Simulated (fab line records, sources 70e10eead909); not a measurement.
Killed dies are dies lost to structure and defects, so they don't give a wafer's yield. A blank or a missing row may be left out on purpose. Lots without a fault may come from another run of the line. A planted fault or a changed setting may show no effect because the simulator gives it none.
fab line records | flow nand_harc
record lots=5 wafers=15 last_day=23
route steps=1159 shown A_STAIRCASE@627
lots that met no fault: from a run of the same line without faults
start_h: hours from the record's first day to the start of the lot's first wafer shown | wait_h: hours since the lot's step before | " the same as in the row above | L1.1+2: a row that stands for several wafers | - no value, or no start given | * or withheld: withheld | < > ~ a bound
route shown NAME@n: a module of which the file shows steps, and the number in the route of the first | usual: mean/standard deviation of fault-free wafers | same: alike in all rows | chamber/n: place in a boat | sites: the reading at each site | _std_site: their standard deviation | _edge_site: outer sites' mean less inner sites' | radius_mm: how far each site lies from the wafer's centre | mask NAME#n: copy n | behind: the tool/chamber that last shaped the wafer | hold: why the lot was held/for how many hours/how that ended | device: the transistor (n, p or np) that didn't switch | end of line: the same wafers' tests at the end of the route | a step without rows: its recipe alone | killed: dies lost to structure and defects at the first sort, not the wafer's yield | map: a wafer's dies, x killed, . not, _ none there
set.NAME: the setting as run; set.NAME@STEP: as run at that earlier step | model.NAME: the simulator's own value behind a step, which no gauge read
lots at some steps of the route; a table a step, a row a wafer
services: from which hour (start_h, from the record's first day; less than 0 if before it) a tool's chamber was out of use, for how many hours, and why
## steps
# step NHARC_A_STAIRCASE_TRIM_233
# recipe time_s=211.2 o2_flow_sccm=500 ar_flow_sccm=0 bias_w=0 chemistry=O2
# usual drypump_motor_current_A=5.8/0.59 oes_product_au=1.001/0.015 rf_vpp_V=57.8/0.85 showerhead_plenum_p_Torr=3.53/0.091 throttle_valve_pct=17.036/0.0084
# same time_s=211.2
# columns lot.wafer tool chamber start_h wait_h drypump_motor_current_A oes_product_au rf_hours_counter_h rf_vpp_V showerhead_plenum_p_Torr throttle_valve_pct
L076.4 rie_diel-11 1 - - 6.4 1.007 20 57.0 3.63 17.025
L076.5 " 0 " " 6.2 0.989 - 58.7 3.48 17.039
L076.6 " 1 " " 6.4 1.007 - 58.9 3.63 17.047
L077.4 rie_diel-11 3 - - 5.4 0.996 21 55.1 3.41 17.034
L077.1 " 0 " " 6.2 0.977 21 57.5 3.48 17.047
L077.6 " 2 " " 5.6 0.996 - 56.2 3.34 17.031
L084.1 rie_diel-11 3 - - 5.4 0.975 43 56.1 3.40 17.036
L084.2 " 0 " " 6.1 0.968 44 57.3 3.46 17.032
L084.3 " 2 " " 5.6 1.007 40 57.5 3.33 17.044
L088.1 rie_diel-11 0 - - 6.2 0.990 54 57.4 3.46 17.026
L088.4 " 1 " " 6.4 0.987 50 58.4 3.61 17.038
L088.2 " 2 " " 5.6 1.007 50 57.8 3.32 17.045
L092.3 rie_diel-03 0 - - 5.6 1.004 45 58.6 3.66 17.028
L092.6 " 2 " " 5.6 1.002 - 58.3 3.70 17.045
L092.5 " 3 " " 6.8 1.019 - 58.2 3.47 17.041
# step NHARC_A_STAIRCASE_ETCH_234
# recipe target_depth_a=1000 time_s=40.5 ion_energy_ev=400 c4f8_flow_sccm=20 o2_flow_sccm=10 ar_flow_sccm=withheld rf_w=600 bias_w=1000 chemistry=C4F8/O2
# usual oes_product_au=0.946/0.013 rf_fwd_power_W=591/3.2 rf_vpp_V=896/3.4
# same time_s=40.5
# columns lot.wafer tool chamber start_h wait_h oes_product_au rf_fwd_power_W rf_hours_counter_h rf_vpp_V
L076.4 rie_diel-11 1 - - 0.947 587 20 901
L076.6 " 0 " " 0.920 590 - 894
L076.5 " 1 " " 0.944 591 - 898
L077.1 rie_diel-11 3 - - 0.943 593 22 890
L077.4 " 0 " " 0.945 591 21 894
L077.6 " 1 " " 0.975 591 - 899
L084.3 rie_diel-11 0 - - 0.925 596 44 894
L084.1 " 2 " " 0.956 596 41 888
L084.2 " 3 " " 0.931 593 43 890
L088.1 rie_diel-11 2 - - 0.959 593 50 889
L088.4 " 3 " " 0.920 597 54 892
L088.2 " 0 " " 0.926 593 54 893
L092.3 rie_diel-03 3 - - 0.958 591 52 895
L092.6 " 2 " " 0.940 589 - 902
L092.5 " 3 " " 0.955 592 - 895
# step NHARC_A_STAIRCASE_TRIM_235
# recipe time_s=211.2 o2_flow_sccm=500 ar_flow_sccm=0 bias_w=0 chemistry=O2
# usual drypump_motor_current_A=5.8/0.6 oes_product_au=1.002/0.013 rf_vpp_V=57.8/0.86 showerhead_plenum_p_Torr=3.52/0.092 throttle_valve_pct=17.037/0.0093
# same time_s=211.2
# columns lot.wafer tool chamber start_h wait_h drypump_motor_current_A oes_product_au rf_hours_counter_h rf_vpp_V showerhead_plenum_p_Torr throttle_valve_pct
L076.4 rie_diel-11 1 - - 6.4 1.000 20 56.9 3.63 17.056
L076.6 " 2 " " 5.7 1.008 - 58.0 3.34 17.044
L076.5 " 3 " " 5.4 0.988 - 56.2 3.41 17.032
L077.1 rie_diel-11 3 - - 5.4 0.989 22 57.3 3.41 17.040
L077.4 " 2 " " 5.6 1.011 22 58.0 3.34 17.026
L077.6 " 0 " " 6.1 0.979 - 55.9 3.48 17.017
L084.2 rie_diel-11 2 - - 5.7 1.014 41 57.5 3.33 17.038
L084.1 " 3 " " 5.4 0.977 43 57.1 3.40 17.033
L084.3 " 0 " " 6.2 0.989 44 57.2 3.46 17.031
L088.4 rie_diel-11 3 - - 5.4 0.986 54 57.3 3.39 17.018
L088.1 " 0 " " 6.1 0.985 54 59.0 3.46 17.039
L088.2 " 2 " " 5.6 1.011 50 57.4 3.32 17.041
L092.3 rie_diel-03 3 - - 6.8 1.008 52 57.5 3.47 17.049
L092.6 " 3 " " 6.8 1.012 - 56.7 3.47 17.027
L092.5 " 2 " " 5.7 0.995 - 58.9 3.70 17.027
# step NHARC_A_STAIRCASE_ETCH_236
# recipe target_depth_a=1000 time_s=40.5 ion_energy_ev=400 c4f8_flow_sccm=20 o2_flow_sccm=10 ar_flow_sccm=withheld rf_w=600 bias_w=1000 chemistry=C4F8/O2
# usual oes_product_au=0.944/0.013 rf_fwd_power_W=591/3.2 rf_vpp_V=896/3.3
# same time_s=40.5
# columns lot.wafer tool chamber start_h wait_h oes_product_au rf_fwd_power_W rf_hours_counter_h rf_vpp_V
L076.4 rie_diel-11 2 - - 0.960 594 20 890
L076.6 " 0 " " 0.947 591 - 894
L076.5 " 1 " " 0.957 592 - 900
L077.1 rie_diel-11 3 - - 0.924 594 22 892
L077.4 " 0 " " 0.928 594 22 895
L077.6 " 2 " " 0.952 592 - 889
L084.2 rie_diel-11 1 - - 0.936 593 42 898
L084.1 " 2 " " 0.963 597 41 887
L084.3 " 3 " " 0.931 597 43 891
L088.4 rie_diel-11 0 - - 0.925 591 55 893
L088.1 " 1 " " 0.949 591 50 898
L088.2 " 2 " " 0.956 596 50 888
L092.3 rie_diel-03 2 - - 0.923 585 37 903
L092.5 " 2 " " 0.928 587 - 901
L092.6 " 0 " " 0.936 585 - 900
# step NHARC_A_STAIRCASE_STRIP_238
# recipe power_w=1500 temp_c=250 chemistry=O2
# usual drypump_motor_current_A=5.82/0.29 heater_power_w=326/46 rf_refl_power_W=22.7/2.9
# columns lot.wafer tool chamber start_h wait_h drypump_motor_current_A heater_power_w rf_hours_counter_h rf_refl_power_W
L076.4 plasma_asher-02 0 253.76 0.2 5.98 351 - 22.2
L076.6 " 1 " " 5.62 337 - 18.6
L076.5 " 0 " " 5.93 348 - 22.2
L077.1 plasma_asher-01 0 258.54 0.1 5.54 379 51 21.4
L077.4 " 1 " " 6.21 255 - 27.1
L077.6 " 0 " " 5.54 385 - 20.6
L084.1 plasma_asher-01 0 315.07 0.3 5.49 379 8 -
L084.2 " 1 " " 6.17 269 8 -
L084.3 " 0 " " 5.50 367 - -
L088.2 plasma_asher-01 0 341.87 0.1 5.51 376 17 22.0
L088.1 " 1 " " 6.15 271 17 25.8
L088.4 " 0 " " 5.49 370 - 21.9
L092.3 plasma_asher-01 0 353.44 0.2 5.52 377 - 21.3
L092.6 " 1 " " 6.16 266 - 26.4
L092.5 " 0 " " 5.50 365 - 21.4
# step NHARC_A_STAIRCASE_STRIP_239
# recipe time_s=900 temp_c=130 chemistry=SPM
# same time_s=900
# columns lot.wafer tool chamber start_h wait_h
L076.5+6+4 wet_bench-03 2,4,7 253.97 0.1
L077.4+6+1 wet_bench-03 0,2,4 258.85 0.2
L084.2+1+3 wet_bench-03 3,7,0 315.41 0.3
L088.4+1+2 wet_bench-07 5,7,0 342.25 0.2
L092.3+6+5 wet_bench-03 5,1,2 353.65 0.2
# step NHARC_A_STAIRCASE_PRECLEAN_240
# recipe time_s=* temp_c=50 bath_age_min=0 chemistry=SC1
# same time_s=*
# columns lot.wafer tool chamber start_h wait_h
L076.5+6+4 wet_bench-03 2,4,7 - -
L077.4+6+1 wet_bench-03 0,2,4 - -
L084.2+1+3 wet_bench-03 3,7,0 - -
L088.4+1+2 wet_bench-07 5,7,0 - -
L092.3+6+5 wet_bench-03 5,1,2 - -
# step NHARC_A_STAIRCASE_SRD_241
# columns lot.wafer tool chamber start_h wait_h
L076.5+6+4 wet_bench-03 2,4,7 - -
L077.4+6+1 wet_bench-03 0,2,4 - -
L084.2+1+3 wet_bench-03 3,7,0 - -
L088.4+1+2 wet_bench-07 5,7,0 - -
L092.3+6+5 wet_bench-03 5,1,2 - -
# step NHARC_A_STAIRCASE_DEHYDRATE_242
# recipe temp_c=150 time_s=120
# usual chill_plate_temp_C=23.01/0.1 resist_line_temp_C=22.99/0.11
# same time_s=120
# columns lot.wafer tool chamber start_h wait_h chill_plate_temp_C resist_line_temp_C
L076.4 litho_track-05 0 254.43 - 23.25 23.03
L076.5 " 0 " " 23.06 22.91
L076.6 " 0 " " 23.10 23.04
L077.1 litho_track-05 0 259.30 - 22.86 23.03
L077.4 " 0 " " 23.03 23.04
L077.6 " 0 " " 22.76 23.00
L084.1 litho_track-03 0 315.87 - 22.87 22.78
L084.2 " 0 " " 22.89 22.96
L084.3 " 0 " " 22.89 23.06
L088.1 litho_track-03 0 342.76 - 23.04 22.90
L088.2 " 0 " " 23.04 22.89
L088.4 " 0 " " 22.95 23.00
L092.3 litho_track-05 0 354.11 - 23.10 22.94
L092.5 " 0 " " 23.10 22.97
L092.6 " 0 " " 23.15 22.82
# step NHARC_A_STAIRCASE_HMDS_243
# recipe time_s=30
# usual chill_plate_temp_C=23.00/0.098 resist_line_temp_C=23.01/0.1
# same time_s=30
# columns lot.wafer tool chamber start_h wait_h chill_plate_temp_C resist_line_temp_C
L076.4 litho_track-05 0 - - 22.97 22.99
L076.5 " 0 " " 22.85 23.12
L076.6 " 0 " " 22.93 23.04
L077.1 litho_track-05 0 - - 22.96 23.05
L077.4 " 0 " " 22.85 22.96
L077.6 " 0 " " 23.10 22.90
L084.1 litho_track-03 0 - - 23.02 23.06
L084.2 " 0 " " 22.92 22.98
L084.3 " 0 " " 22.90 23.11
L088.1 litho_track-03 0 - - 22.89 23.16
L088.2 " 0 " " 22.88 23.14
L088.4 " 0 " " 22.94 23.09
L092.3 litho_track-05 0 - - 23.03 23.10
L092.5 " 0 " " 23.04 23.02
L092.6 " 0 " " 23.15 22.92
# step NHARC_A_STAIRCASE_COAT_244
# recipe spin_rpm=1200
# usual chill_plate_temp_C=22.95/0.12 resist_line_temp_C=22.99/0.11
# columns lot.wafer tool chamber start_h wait_h chill_plate_temp_C resist_line_temp_C
L076.4 litho_track-05 0 - - 22.86 22.92
L076.5 " 0 " " 23.04 22.97
L076.6 " 0 " " 23.07 23.10
L077.1 litho_track-05 0 - - 23.05 22.90
L077.4 " 0 " " 22.92 22.87
L077.6 " 0 " " 22.98 22.88
L084.1 litho_track-03 0 - - 22.94 23.08
L084.2 " 0 " " 22.75 22.94
L084.3 " 0 " " 22.92 23.06
L088.1 litho_track-03 0 - - 23.04 23.16
L088.2 " 0 " " 23.19 23.20
L088.4 " 0 " " 22.98 23.07
L092.3 litho_track-05 0 - - 22.85 22.84
L092.5 " 0 " " 23.05 23.05
L092.6 " 0 " " 23.03 22.97
# step NHARC_A_STAIRCASE_SOFTBAKE_245
# recipe temp_c=135 time_s=170
# usual chill_plate_temp_C=22.99/0.12 resist_line_temp_C=23.02/0.099
# same time_s=170
# columns lot.wafer tool chamber start_h wait_h chill_plate_temp_C resist_line_temp_C
L076.4 litho_track-05 0 - - 22.91 22.93
L076.5 " 0 " " 22.84 22.95
L076.6 " 0 " " 22.80 22.71
L077.1 litho_track-05 0 - - 22.80 23.03
L077.4 " 0 " " 22.81 22.98
L077.6 " 0 " " 22.67 22.91
L084.1 litho_track-03 0 - - 23.08 23.03
L084.2 " 0 " " 23.02 23.09
L084.3 " 0 " " 23.18 23.10
L088.1 litho_track-03 0 - - 22.92 23.04
L088.2 " 0 " " 22.86 23.17
L088.4 " 0 " " 23.11 23.10
L092.3 litho_track-05 0 - - 23.13 22.92
L092.5 " 0 " " 23.24 23.09
L092.6 " 0 " " 23.08 23.23
# step NHARC_A_STAIRCASE_EBR_246
# usual chill_plate_temp_C=23.02/0.1 resist_line_temp_C=22.99/0.11
# columns lot.wafer tool chamber start_h wait_h chill_plate_temp_C resist_line_temp_C
L076.4 litho_track-05 0 - - 23.14 23.06
L076.5 " 0 " " 22.98 22.87
L076.6 " 0 " " 23.00 22.93
L077.1 litho_track-05 0 - - 23.06 23.05
L077.4 " 0 " " 22.82 22.74
L077.6 " 0 " " 23.15 22.93
L084.1 litho_track-03 0 - - 22.78 23.08
L084.2 " 0 " " 22.92 23.05
L084.3 " 0 " " 23.04 22.91
L088.1 litho_track-03 0 - - 23.03 22.85
L088.2 " 0 " " 23.16 22.96
L088.4 " 0 " " 23.09 22.95
L092.3 litho_track-05 0 - - 23.03 23.06
L092.5 " 0 " " 23.13 23.08
L092.6 " 0 " " 23.21 23.15
# step NHARC_A_STAIRCASE_EXPOSE_247
# recipe na=0.5 dose_mj=25.34 mask_id=SDS_1
# same na=0.5
# columns lot.wafer tool chamber start_h wait_h mask
L076.4+5+6 krf_scanner-04 0 254.78 - SDS_1#0
L077.1+4+6 krf_scanner-04 0 259.51 - SDS_1#0
L084.1+2+3 krf_scanner-01 0 316.20 - SDS_1#0
L088.1+2+4 krf_scanner-04 0 343.09 - SDS_1#0
L092.3+5+6 krf_scanner-02 0 354.45 - SDS_1#0
# step NHARC_A_STAIRCASE_PEB_248
# recipe peb_temp_c=115 peb_time_s=130
# usual chill_plate_temp_C=23.00/0.11 resist_line_temp_C=22.99/0.1
# same peb_time_s=130
# columns lot.wafer tool chamber start_h wait_h chill_plate_temp_C resist_line_temp_C
L076.4 litho_track-03 0 254.83 0.0 22.91 23.07
L076.5 " 0 " " 23.12 22.91
L076.6 " 0 " " 22.92 22.90
L077.1 litho_track-03 0 259.57 0.1 22.99 23.01
L077.4 " 0 " " 23.07 23.02
L077.6 " 0 " " 23.00 22.96
L084.1 litho_track-05 0 316.27 0.1 22.99 22.95
L084.2 " 0 " " 23.09 23.15
L084.3 " 0 " " 23.02 22.96
L088.1 litho_track-03 0 343.16 0.1 22.95 22.94
L088.2 " 0 " " 23.14 23.00
L088.4 " 0 " " 22.96 22.89
L092.3 litho_track-05 0 354.51 0.1 23.08 22.78
L092.5 " 0 " " 23.11 22.75
L092.6 " 0 " " 22.89 22.79
# step NHARC_A_STAIRCASE_DEVELOP_249
# recipe time_s=140
# usual chill_plate_temp_C=23.01/0.099 resist_line_temp_C=22.99/0.11
# same time_s=140
# columns lot.wafer tool chamber start_h wait_h chill_plate_temp_C resist_line_temp_C
L076.4 litho_track-03 0 - - 22.94 23.01
L076.5 " 0 " " 22.89 23.15
L076.6 " 0 " " 22.90 22.87
L077.1 litho_track-03 0 - - 23.04 22.90
L077.4 " 0 " " 23.15 22.95
L077.6 " 0 " " 23.15 23.00
L084.1 litho_track-05 0 - - 23.11 23.06
L084.2 " 0 " " 23.03 23.00
L084.3 " 0 " " 23.05 22.94
L088.1 litho_track-03 0 - - 23.03 22.99
L088.2 " 0 " " 22.90 23.04
L088.4 " 0 " " 23.07 23.00
L092.3 litho_track-05 0 - - 23.00 22.96
L092.5 " 0 " " 23.11 22.98
L092.6 " 0 " " 23.04 22.99
# step NHARC_A_STAIRCASE_HARDBAKE_251
# recipe temp_c=120 time_s=140
# usual chill_plate_temp_C=22.98/0.11 resist_line_temp_C=23.00/0.11
# same time_s=140
# columns lot.wafer tool chamber start_h wait_h chill_plate_temp_C resist_line_temp_C
L076.4 litho_track-07 0 255.06 - 23.04 22.90
L076.5 " 0 " " 23.01 22.84
L076.6 " 0 " " 23.10 22.69
L077.1 litho_track-03 0 259.79 - 23.22 23.08
L077.4 " 0 " " 22.96 23.15
L077.6 " 0 " " 23.19 23.02
L084.1 litho_track-03 0 316.48 - 22.83 23.09
L084.2 " 0 " " 22.83 23.03
L084.3 " 0 " " 22.85 22.95
L088.1 litho_track-05 0 343.39 - 23.08 22.82
L088.2 " 0 " " 22.97 23.00
L088.4 " 0 " " 23.04 23.00
L092.3 litho_track-05 0 354.73 - 23.04 23.06
L092.5 " 0 " " 22.90 22.89
L092.6 " 0 " " 22.93 22.99
# step NHARC_A_STAIRCASE_DESCUM_252
# recipe time_s=3 o2_flow_sccm=200 ar_flow_sccm=0 bias_power_w=0 chemistry=O2
# usual drypump_motor_current_A=5.8/0.61 oes_product_au=1.001/0.014 rf_vpp_V=57.8/0.87 showerhead_plenum_p_Torr=1.91/0.054 throttle_valve_pct=11.310/0.0093
# same time_s=3
# columns lot.wafer tool chamber start_h wait_h drypump_motor_current_A oes_product_au rf_hours_counter_h rf_vpp_V showerhead_plenum_p_Torr throttle_valve_pct
L076.4 rie_diel-07 1 255.14 - 6.6 1.013 8 57.2 1.90 11.303
L076.5 " 0 " " 5.3 1.012 - 57.1 1.97 11.311
L076.6 " 1 " " 6.7 1.019 - 57.9 1.91 11.317
L077.4 rie_diel-07 0 259.88 - 5.3 1.011 9 56.8 1.97 11.301
L077.1 " 3 " " 5.1 0.980 9 58.9 1.93 11.299
L077.6 " 1 " " 6.7 1.021 - 56.8 1.90 11.313
L084.2 rie_diel-07 2 316.58 - 6.1 1.009 31 58.8 1.87 11.320
L084.3 " 3 " " 5.1 0.983 30 57.2 1.92 11.311
L084.1 " 0 " " 5.3 1.018 32 58.4 1.96 11.306
L088.4 rie_diel-11 0 343.48 - 6.1 0.989 55 57.9 1.87 11.324
L088.2 " 1 " " 6.4 0.997 50 57.2 1.96 11.299
L088.1 " 2 " " 5.6 1.001 50 57.2 1.79 11.305
L092.3 rie_diel-07 0 354.84 - 5.4 1.025 44 59.1 1.95 11.313
L092.6 " 1 " " 6.7 1.022 - 56.8 1.89 11.296
L092.5 " 2 " " 6.2 1.005 - 56.9 1.86 11.310
# step NHARC_A_STAIRCASE_ETCH_253
# recipe target_depth_a=500 time_s=20.2 ion_energy_ev=400 c4f8_flow_sccm=20 o2_flow_sccm=10 ar_flow_sccm=withheld rf_w=600 bias_w=1000 chemistry=C4F8/O2
# usual oes_product_au=0.950/0.021 rf_fwd_power_W=587/3.2 rf_vpp_V=896/3.4
# same time_s=20.2
# columns lot.wafer tool chamber start_h wait_h oes_product_au rf_fwd_power_W rf_hours_counter_h rf_vpp_V
L076.4 rie_diel-07 3 255.23 0.1 0.959 584 8 897
L076.5 " 2 " " 0.971 591 - 893
L076.6 " 3 " " 0.959 585 - 897
L077.1 rie_diel-07 2 259.98 0.1 0.980 588 8 895
L077.4 " 3 " " 0.961 584 9 897
L077.6 " 0 " " 0.959 584 - 899
L084.3 rie_diel-07 1 316.72 0.1 0.928 588 32 895
L084.1 " 2 " " 0.915 590 31 893
L084.2 " 3 " " 0.912 586 30 897
L088.4 rie_diel-11 0 343.57 0.1 0.920 586 55 892
L088.2 " 2 " " 0.963 591 50 890
L088.1 " 3 " " 0.952 591 55 893
L092.3 rie_diel-07 0 354.90 0.1 0.999 583 44 898
L092.6 " 3 " " 0.959 586 - 897
L092.5 " 0 " " 0.992 585 - 898
# step NHARC_A_STAIRCASE_STRIP_254
# recipe power_w=1500 temp_c=250 chemistry=O2
# usual drypump_motor_current_A=5.81/0.27 heater_power_w=331/40 rf_refl_power_W=22.1/2.7
# columns lot.wafer tool chamber start_h wait_h drypump_motor_current_A heater_power_w rf_hours_counter_h rf_refl_power_W
L076.4 plasma_asher-01 1 255.45 - 6.16 254 - 26.5
L076.5 " 0 " " 5.53 398 - 21.2
L076.6 " 1 " " 6.17 251 - 26.6
L077.1 plasma_asher-01 1 260.10 - 6.16 256 52 -
L077.4 " 0 " " 5.51 375 - -
L077.6 " 1 " " 6.19 254 - -
L084.1 plasma_asher-02 0 316.80 - 5.93 341 45 22.8
L084.2 " 1 " " 5.54 332 45 18.8
L084.3 " 0 " " 5.97 337 - 21.7
L088.1 plasma_asher-02 0 343.65 - 5.96 353 55 21.8
L088.2 " 1 " " 5.60 328 55 19.7
L088.4 " 0 " " 5.96 340 - 21.7
L092.3 plasma_asher-01 1 355.08 - 6.18 271 - -
L092.6 " 1 " " 6.19 265 - -
L092.5 " 0 " " 5.53 377 - -
# step NHARC_A_STAIRCASE_STRIP_255
# recipe time_s=900 temp_c=130 chemistry=SPM
# same time_s=900
# columns lot.wafer tool chamber start_h wait_h
L076.4+6+5 wet_bench-03 6,0,1 255.66 0.2
L077.6+4+1 wet_bench-03 7,1,2 260.42 0.1
L084.1+3+2 wet_bench-03 3,4,7 317.16 0.3
L088.1+2+4 wet_bench-05 5,7,0 344.01 0.3
L092.5+6+3 wet_bench-03 4,7,0 355.33 0.1
# step NHARC_A_STAIRCASE_PRECLEAN_256
# recipe time_s=* temp_c=50 bath_age_min=0 chemistry=SC1
# same time_s=*
# columns lot.wafer tool chamber start_h wait_h
L076.4+6+5 wet_bench-03 6,0,1 - -
L077.6+4+1 wet_bench-03 7,1,2 - -
L084.1+3+2 wet_bench-03 3,4,7 - -
L088.1+2+4 wet_bench-05 5,7,0 - -
L092.5+6+3 wet_bench-03 4,7,0 - -
# step NHARC_A_STAIRCASE_SRD_257
# columns lot.wafer tool chamber start_h wait_h
L076.4+6+5 wet_bench-03 6,0,1 - -
L077.6+4+1 wet_bench-03 7,1,2 - -
L084.1+3+2 wet_bench-03 3,4,7 - -
L088.1+2+4 wet_bench-05 5,7,0 - -
L092.5+6+3 wet_bench-03 4,7,0 - -
# step NHARC_A_STAIRCASE_HM_DEP_456
# recipe target_thk_a=15000 temp_c=400 material=aC
# usual throttle_valve_pct=34.999/0.0092
# columns lot.wafer tool chamber start_h wait_h throttle_valve_pct
L076.4 acl_dep-01 0 260.43 - 34.998
L076.5 " 0 " " 34.994
L076.6 " 0 " " 35.004
L077.1 acl_dep-02 0 261.97 - 35.014
L077.4 " 0 " " 34.974
L077.6 " 0 " " 34.982
L084.1 acl_dep-02 0 317.87 - 35.003
L084.2 " 0 " " 35.006
L084.3 " 0 " " 35.009
L088.1 acl_dep-02 0 347.30 - 34.989
L088.2 " 0 " " 34.988
L088.4 " 0 " " 34.992
L092.3 acl_dep-01 0 358.58 - 35.008
L092.5 " 0 " " 35.001
L092.6 " 0 " " 35.006
# step NHARC_A_STAIRCASE_DEP_259
# recipe target_thk_a=300 target_thk_nm=30 temp_c=400 pressure_torr=3.5 flow_sccm=200 rf_w=350 material=SiON
# usual heater_power_w=765/68 rf_fwd_power_W=348.5/1.2
# columns lot.wafer tool chamber start_h wait_h heater_power_w rf_fwd_power_W
L076.5 pecvd-01 0 261.46 0.4 814 347.7
L076.4 " 1 " " 825 346.9
L076.6 " 2 " " 815 348.3
L077.1 pecvd-03 1 263.84 1.6 818 349.1
L077.6 " 1 " " 858 349.7
L077.4 " 2 " " 649 349.1
L084.3 pecvd-03 1 319.88 1.1 814 347.4
L084.1 " 2 " " 708 348.3
L084.2 " 0 " " 689 347.9
L088.1 pecvd-01 0 349.70 2.1 835 349.1
L088.2 " 1 " " 823 348.2
L088.4 " 0 " " 836 348.6
L092.3 pecvd-03 2 359.88 1.0 685 348.5
L092.6 " 0 " " 730 345.7
L092.5 " 1 " " 817 348.9
# step NHARC_A_STAIRCASE_DEHYDRATE_281
# recipe temp_c=150 time_s=120
# usual chill_plate_temp_C=22.98/0.11 resist_line_temp_C=23.03/0.11
# same time_s=120
# columns lot.wafer tool chamber start_h wait_h chill_plate_temp_C resist_line_temp_C
L076.4 litho_track-07 0 261.64 0.1 23.04 23.09
L076.5 " 0 " " 22.86 23.07
L076.6 " 0 " " 23.13 23.05
L077.1 litho_track-05 0 264.08 0.2 22.86 23.04
L077.4 " 0 " " 22.94 23.08
L077.6 " 0 " " 23.06 23.16
L084.1 litho_track-03 0 320.15 0.2 22.87 22.94
L084.2 " 0 " " 22.70 23.01
L084.3 " 0 " " 23.01 22.80
L088.1 litho_track-07 0 349.97 0.2 23.15 23.13
L088.2 " 0 " " 23.13 22.85
L088.4 " 0 " " 23.17 22.87
L092.3 litho_track-07 0 360.10 0.2 23.03 22.97
L092.5 " 0 " " 23.09 23.04
L092.6 " 0 " " 23.15 22.80
# step NHARC_A_STAIRCASE_HMDS_282
# recipe time_s=30
# usual chill_plate_temp_C=23.01/0.092 resist_line_temp_C=22.98/0.1
# same time_s=30
# columns lot.wafer tool chamber start_h wait_h chill_plate_temp_C resist_line_temp_C
L076.4 litho_track-07 0 - - 23.01 22.99
L076.5 " 0 " " 23.05 23.08
L076.6 " 0 " " 23.09 23.02
L077.1 litho_track-05 0 - - 22.99 23.00
L077.4 " 0 " " 22.96 23.01
L077.6 " 0 " " 22.99 23.08
L084.1 litho_track-03 0 - - 23.24 22.96
L084.2 " 0 " " 23.21 22.88
L084.3 " 0 " " 23.20 22.96
L088.1 litho_track-07 0 - - 23.01 22.81
L088.2 " 0 " " 23.08 22.97
L088.4 " 0 " " 23.07 23.03
L092.3 litho_track-07 0 - - 23.06 23.13
L092.5 " 0 " " 22.96 23.31
L092.6 " 0 " " 23.01 23.17
# step NHARC_A_STAIRCASE_COAT_283
# recipe spin_rpm=1200
# usual chill_plate_temp_C=23.00/0.098 resist_line_temp_C=23.02/0.1
# columns lot.wafer tool chamber start_h wait_h chill_plate_temp_C resist_line_temp_C
L076.4 litho_track-07 0 - - 23.12 23.03
L076.5 " 0 " " 23.01 22.91
L076.6 " 0 " " 22.98 23.03
L077.1 litho_track-05 0 - - 22.96 22.94
L077.4 " 0 " " 23.03 22.92
L077.6 " 0 " " 23.12 22.97
L084.1 litho_track-03 0 - - 23.01 23.09
L084.2 " 0 " " 22.99 23.19
L084.3 " 0 " " 23.03 23.05
L088.1 litho_track-07 0 - - 22.97 23.12
L088.2 " 0 " " 22.98 23.03
L088.4 " 0 " " 23.03 23.09
L092.3 litho_track-07 0 - - 23.17 23.18
L092.5 " 0 " " 22.87 23.08
L092.6 " 0 " " 23.14 22.99
# step NHARC_A_STAIRCASE_SOFTBAKE_284
# recipe temp_c=135 time_s=170
# usual chill_plate_temp_C=23.03/0.11 resist_line_temp_C=22.99/0.098
# same time_s=170
# columns lot.wafer tool chamber start_h wait_h chill_plate_temp_C resist_line_temp_C
L076.4 litho_track-07 0 - - 23.20 22.98
L076.5 " 0 " " 23.02 23.07
L076.6 " 0 " " 23.11 23.08
L077.1 litho_track-05 0 - - 23.05 23.02
L077.4 " 0 " " 22.89 23.19
L077.6 " 0 " " 22.94 23.00
L084.1 litho_track-03 0 - - 22.96 22.96
L084.2 " 0 " " 23.01 22.95
L084.3 " 0 " " 22.98 22.87
L088.1 litho_track-07 0 - - 23.02 22.86
L088.2 " 0 " " 23.08 23.10
L088.4 " 0 " " 23.03 22.96
L092.3 litho_track-07 0 - - 23.04 23.09
L092.5 " 0 " " 23.15 23.02
L092.6 " 0 " " 23.00 22.97
# step NHARC_A_STAIRCASE_EBR_285
# usual chill_plate_temp_C=23.01/0.13 resist_line_temp_C=22.98/0.1
# columns lot.wafer tool chamber start_h wait_h chill_plate_temp_C resist_line_temp_C
L076.4 litho_track-07 0 - - 22.85 22.89
L076.5 " 0 " " 22.96 22.97
L076.6 " 0 " " 22.89 23.01
L077.1 litho_track-05 0 - - 23.00 23.08
L077.4 " 0 " " 22.87 22.98
L077.6 " 0 " " 22.96 23.12
L084.1 litho_track-03 0 - - 23.14 22.87
L084.2 " 0 " " 23.19 22.73
L084.3 " 0 " " 23.22 22.93
L088.1 litho_track-07 0 - - 23.12 23.16
L088.2 " 0 " " 22.97 23.00
L088.4 " 0 " " 23.06 23.17
L092.3 litho_track-07 0 - - 23.14 23.14
L092.5 " 0 " " 23.08 23.07
L092.6 " 0 " " 23.13 23.13
# step NHARC_A_STAIRCASE_EXPOSE_286
# recipe na=0.5 dose_mj=25.01 mask_id=CHOP_100
# same na=0.5
# columns lot.wafer tool chamber start_h wait_h mask
L076.4+5+6 krf_scanner-02 0 261.99 - CHOP_100#0
L077.1+4+6 krf_scanner-04 0 264.41 - CHOP_100#0
L084.1+2+3 krf_scanner-04 0 320.48 - CHOP_100#0
L088.1+2+4 krf_scanner-02 0 350.31 - CHOP_100#0
L092.3+5+6 krf_scanner-04 0 360.44 - CHOP_100#0
## services
# columns tool chamber start_h hours kind
rie_diel-07 - 232.53 0.2 repair
pecvd-01 - 237.00 13.0 pm
litho_track-05 - 237.02 7.0 pm
plasma_asher-02 - 256.75 4.2 repair
rie_diel-03 0 269.25 10.1 repair
wet_bench-07 - 272.00 8.0 pm
plasma_asher-01 - 276.00 9.0 pm
pecvd-01 - 278.38 5.4 repair
rie_diel-03 - 281.47 2.5 repair
rie_diel-03 2 288.86 36.9 repair
pecvd-03 - 292.42 13.0 pm
acl_dep-01 - 293.07 13.0 pm
krf_scanner-04 - 298.00 4.0 pm
rie_diel-03 1 298.74 9.8 repair
rie_diel-03 0 305.88 5.3 repair
wet_bench-03 - 322.40 8.0 pm
pecvd-01 1 328.00 3.8 repair
rie_diel-11 - 346.13 0.5 repair
krf_scanner-04 - 346.50 1.6 repair
acl_dep-02 - 349.11 13.0 pm
rie_diel-03 1 350.16 4.0 repair
rie_diel-11 - 355.38 0.4 repair
krf_scanner-02 - 357.39 1.0 repair
plasma_asher-02 - 360.00 9.0 pm
## key
fault none
